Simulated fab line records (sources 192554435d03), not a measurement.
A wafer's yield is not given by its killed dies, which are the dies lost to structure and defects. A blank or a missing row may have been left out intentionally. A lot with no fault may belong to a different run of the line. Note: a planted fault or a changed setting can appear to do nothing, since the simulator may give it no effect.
Lot-split experiment :: flow n5_finfet :: 21 wafers read from 7 lots, route of 1938 steps

## ABOUT THE SPLIT
At N5_BEOL_M2_EXPOSE_08 (exposes mask M2), the setting dose_mj was moved away from the recipe's 41.25 on 8 of the 21 wafers read, by -6.4% to +7.1%. All remaining wafers had this setting at the recipe value.

## FROM THE SPLIT TO THE READING: what the file shows between them, 2 steps
- N5_BEOL_M2_PEB_09: peb time 60 s
- N5_BEOL_M2_DEVELOP_10: develop time 30 s

## THE READING
cd_nm (nm) at N5_BEOL_M2_CD_MEAS_11, where the cd target is 16.79 nm. Typical for fault-free wafers on this fab line: 16.91 nm, with standard deviation 0.27 nm.

wafer: L075.2
tool, chamber at the split: euv_scanner-02, 0
dose_mj as run: 41.25
against the recipe: recipe
cd_nm, nm: 16.84
against lot-mates on the recipe: -

wafer: L075.4
tool, chamber at the split: euv_scanner-02, 0
dose_mj as run: 41.25
against the recipe: recipe
cd_nm, nm: 17.21
against lot-mates on the recipe: -

wafer: L075.6
tool, chamber at the split: euv_scanner-02, 0
dose_mj as run: 41.25
against the recipe: recipe
cd_nm, nm: 17.30
against lot-mates on the recipe: -

wafer: L076.2
tool, chamber at the split: euv_scanner-02, 0
dose_mj as run: 41.25
against the recipe: recipe
cd_nm, nm: 16.98
against lot-mates on the recipe: -

wafer: L076.4
tool, chamber at the split: euv_scanner-02, 0
dose_mj as run: 39.58
against the recipe: -4.0%
cd_nm, nm: 15.91
against lot-mates on the recipe: -1.07

wafer: L076.6
tool, chamber at the split: euv_scanner-02, 0
dose_mj as run: 39.58
against the recipe: -4.0%
cd_nm, nm: 15.90
against lot-mates on the recipe: -1.08

wafer: L079.1
tool, chamber at the split: euv_scanner-01, 0
dose_mj as run: 41.25
against the recipe: recipe
cd_nm, nm: 17.02
against lot-mates on the recipe: -

wafer: L079.4
tool, chamber at the split: euv_scanner-01, 0
dose_mj as run: 42.59
against the recipe: +3.2%
cd_nm, nm: 17.64
against lot-mates on the recipe: +0.62

wafer: L079.6
tool, chamber at the split: euv_scanner-01, 0
dose_mj as run: 42.59
against the recipe: +3.2%
cd_nm, nm: 17.53
against lot-mates on the recipe: +0.51

wafer: L083.2
tool, chamber at the split: euv_scanner-02, 0
dose_mj as run: 41.25
against the recipe: recipe
cd_nm, nm: 16.78
against lot-mates on the recipe: -

wafer: L083.4
tool, chamber at the split: euv_scanner-02, 0
dose_mj as run: 44.17
against the recipe: +7.1%
cd_nm, nm: 18.29
against lot-mates on the recipe: +1.52

wafer: L083.5
tool, chamber at the split: euv_scanner-02, 0
dose_mj as run: 41.25
against the recipe: recipe
cd_nm, nm: 16.77
against lot-mates on the recipe: -

wafer: L087.1
tool, chamber at the split: euv_scanner-01, 0
dose_mj as run: 42.93
against the recipe: +4.1%
cd_nm, nm: 17.59
against lot-mates on the recipe: +0.41

wafer: L087.5
tool, chamber at the split: euv_scanner-01, 0
dose_mj as run: 41.25
against the recipe: recipe
cd_nm, nm: 17.18
against lot-mates on the recipe: -

wafer: L087.6
tool, chamber at the split: euv_scanner-01, 0
dose_mj as run: 42.93
against the recipe: +4.1%
cd_nm, nm: 17.92
against lot-mates on the recipe: +0.74

wafer: L092.1
tool, chamber at the split: euv_scanner-01, 0
dose_mj as run: 38.61
against the recipe: -6.4%
cd_nm, nm: 15.33
against lot-mates on the recipe: -1.46

wafer: L092.5
tool, chamber at the split: euv_scanner-01, 0
dose_mj as run: 41.25
against the recipe: recipe
cd_nm, nm: 16.70
against lot-mates on the recipe: -

wafer: L092.6
tool, chamber at the split: euv_scanner-01, 0
dose_mj as run: 41.25
against the recipe: recipe
cd_nm, nm: 16.88
against lot-mates on the recipe: -

wafer: L096.2
tool, chamber at the split: euv_scanner-01, 0
dose_mj as run: 41.25
against the recipe: recipe
cd_nm, nm: 17.13
against lot-mates on the recipe: -

wafer: L096.3
tool, chamber at the split: euv_scanner-01, 0
dose_mj as run: 41.25
against the recipe: recipe
cd_nm, nm: 16.52
against lot-mates on the recipe: -

wafer: L096.4
tool, chamber at the split: euv_scanner-01, 0
dose_mj as run: 41.25
against the recipe: recipe
cd_nm, nm: 16.88
against lot-mates on the recipe: -

FIT RESULTS
A straight line over all 21 wafers: cd_nm changes by +0.221 nm for each +1% of dose_mj; r = +0.96; the points scatter about the line by 0.2 nm.
The same after taking each lot's own level away (the mean of its wafers on the recipe; 21 wafers): +0.211 nm for each +1%; r = +0.96; scatter 0.18 nm.
That fit puts the effect of the largest move of dose_mj on the reading at 1.5 nm.
From 16.775 to 17.180 nm: that is the span of the lots' own levels, equal to 1.5 times the standard deviation above.
Hence the lot-to-lot level has little effect on the slope; both slopes agree.
Check: for one of the wafers moved furthest among these (+7.1%), held out of the fit, the line's prediction against its lot-mates is +1.39 nm. Against them it came out at +1.52 nm.

## OTHER SPLITS ON THESE WAFERS
Other splits were also applied to these wafers ahead of the reading. Each is held against what the fit with the lots' levels taken away leaves over:
other split on the same wafers: N5_BEOL_M0_SAQP_SPACER2_ALD_26 target_thk_a
wafers away from the commonest value: 6
r with cd_nm (lot level and that fit taken away): -0.05

other split on the same wafers: N5_BEOL_M0_SAQP_COAT_87 temp_c
wafers away from the commonest value: 8
r with cd_nm (lot level and that fit taken away): +0.21

other split on the same wafers: N5_BEOL_M1_HM_DEP_02 target_thk_a
wafers away from the commonest value: 8
r with cd_nm (lot level and that fit taken away): +0.08

other split on the same wafers: N5_BEOL_M1_COAT_05 spin_rpm
wafers away from the commonest value: 5
r with cd_nm (lot level and that fit taken away): +0.04

other split on the same wafers: N5_BEOL_M2_ILD_DEP_00 time_s
wafers away from the commonest value: 7
r with cd_nm (lot level and that fit taken away): +0.14

## THE WHOLE CHAIN: every reading that the file lists as answering this split, in the file's order
step: N5_BEOL_M2_CD_MEAS_11
what it does: target cd 16.79 nm
reading: cd_nm
change (the file's fit): +0.213 nm for each +1% of the setting
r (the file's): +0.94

step: N5_BEOL_M2_ETCH_74
what it does: etches underlayer in N2/H2, target depth 6.5 nm, time 5.2 s
reading: BEOL_M2.cd_offset_nm (the simulator's own value, which no gauge read)
change (the file's fit): +0.188 nm for each +1% of the setting
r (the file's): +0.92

## FILE'S OWN FIT
cd_nm changes by +0.213 nm for each +1% of dose_mj, r = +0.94.
